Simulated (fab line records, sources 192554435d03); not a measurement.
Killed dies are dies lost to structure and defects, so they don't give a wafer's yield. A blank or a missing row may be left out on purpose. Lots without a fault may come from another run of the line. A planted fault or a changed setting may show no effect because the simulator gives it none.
Problem report in the 8D (eight disciplines) form, filled by code | flow n5_finfet | the parts of the form that need people (team, actions taken, sign-off) are left out

1. THE PROBLEM
raw_defect_count at N5_FIN_SAQP_INSPECT_40 reads a mean of 816 on 6 wafers of 2 lots; wafers without a fault read 242 with a standard deviation of 67. That is +8.6 standard deviations from the usual mean.
The step: inspects for defects (brightfield).
First seen on wafer L580.2, day 5 15:42, on defect_inspect-02. The record holds 27 wafers of 9 lots with a number at this step. Rule for "out", or "out of limits": more than 4 standard deviations from the usual mean. The other wafers with a number count as sound.

2. WHAT IT IS AND WHAT IT IS NOT
question                    | is                     | is not
which readings at this step | raw_defect_count       | -
which lots                  | L580, L581             | L566, L567, L569, L572, L579, L585, L588
which wafers of those lots  | all that have a number | -
read on which gauges        | defect_inspect-02      | defect_inspect-01
when                        | from day 5 15:42       | up to then (15 sound wafers); but 6 sound wafers of L585, L588 came after

3. SUSPECTS, AND WHAT RULES EACH OUT
Counting: a tool at a process step up to the reading stays a suspect if it ran every lot that is out and no sound lot after the first of them.
- the gauge at N5_FIN_SAQP_INSPECT_40: ruled out. All the wafers that are out were read on defect_inspect-02, but those of them that N5_PASSIVATION_PROBE_49 has rows for are out there too, on other tools.
- rie_diel-02 at N5_FIN_SAQP_ETCH_52 (etches SOC in N2/H2, target depth 100 nm, overetch 20 nm, time 150 s): kept. It ran every lot that is out, first L580 (day 5 11:16), and no sound lot after that; its last sound lot up to then is L579 (day 5 06:23).
- rie_si-05 at N5_FIN_SAQP_MANDREL2_REMOVE_60 (chemistry HBr/Cl2/O2, target a-Si, stops on SiNx, bt time 10 s): kept. It ran every lot that is out, first L580 (day 5 14:44), and no sound lot after that; its last sound lot up to then is L572 (day 3 13:33).
- rie_si-02 at N5_FIN_SAQP_FIN_ETCH_36 (etches the open film in HBr/Cl2/O2, target depth 120 nm, time 50.4 s): ruled out as a lasting fault. Sound lots L585 ran on it after its first lot that is out, L580 (day 5 15:27).
Left after counting: rie_diel-02 at N5_FIN_SAQP_ETCH_52, rie_si-05 at N5_FIN_SAQP_MANDREL2_REMOVE_60.

4. THE CAUSE (what the simulator had put in)
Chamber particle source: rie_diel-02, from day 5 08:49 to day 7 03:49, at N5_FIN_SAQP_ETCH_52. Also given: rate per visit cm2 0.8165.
Counting left 2 suspects, and this tool is among them.

5. THE CHAIN OF EFFECTS, in route order
Each row: a reading whose mean over the struck wafers that have a number lies more than 3 standard deviations from the usual. Only readings for which the record gives a usual standard deviation are gone through. hours: the time from each lot's start at the first step in this table that gives one to its start at this step, as a median over the lots. sigmas: the change in usual standard deviations.
hours | step                    | reading             | usual | on struck wafers | change | sigmas
0     | N5_FIN_SAQP_INSPECT_40  | raw_defect_count    | 242   | 816              | +574   | +8.6
0     | N5_FIN_CUT_INSPECT_10   | raw_defect_count    | 44    | 588              | +544   | +45
1     | N5_FIN_CUT_INSPECT_17   | raw_defect_count    | 252   | 825              | +573   | +8.3
231   | N5_PASSIVATION_PROBE_49 | killed_at_front_end | 42    | 144              | +102   | +8.5
231   | N5_PASSIVATION_PROBE_49 | killed_dies         | 105   | 205              | +100   | +6.2
231   | N5_PASSIVATION_PROBE_49 | killed_on_rim       | 13    | 27               | +14    | +3.5
The process steps in it:
- N5_PASSIVATION_PROBE_49

6. WHAT WOULD HAVE CAUGHT IT SOONER
In this record the first reading out of limits at a measuring or inspecting step was taken at day 5 15:42, 7 hours after the fault began at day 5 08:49.
Of the tool readings at N5_FIN_SAQP_ETCH_52 for which the record gives a usual standard deviation, none was out on any struck wafer, so an alarm limit of 4 standard deviations on them would not have fired.
Of the lots that are out (2), L581 began N5_FIN_SAQP_ETCH_52 on rie_diel-02 after day 5 15:42. A hold on the tool at that time would have spared it.
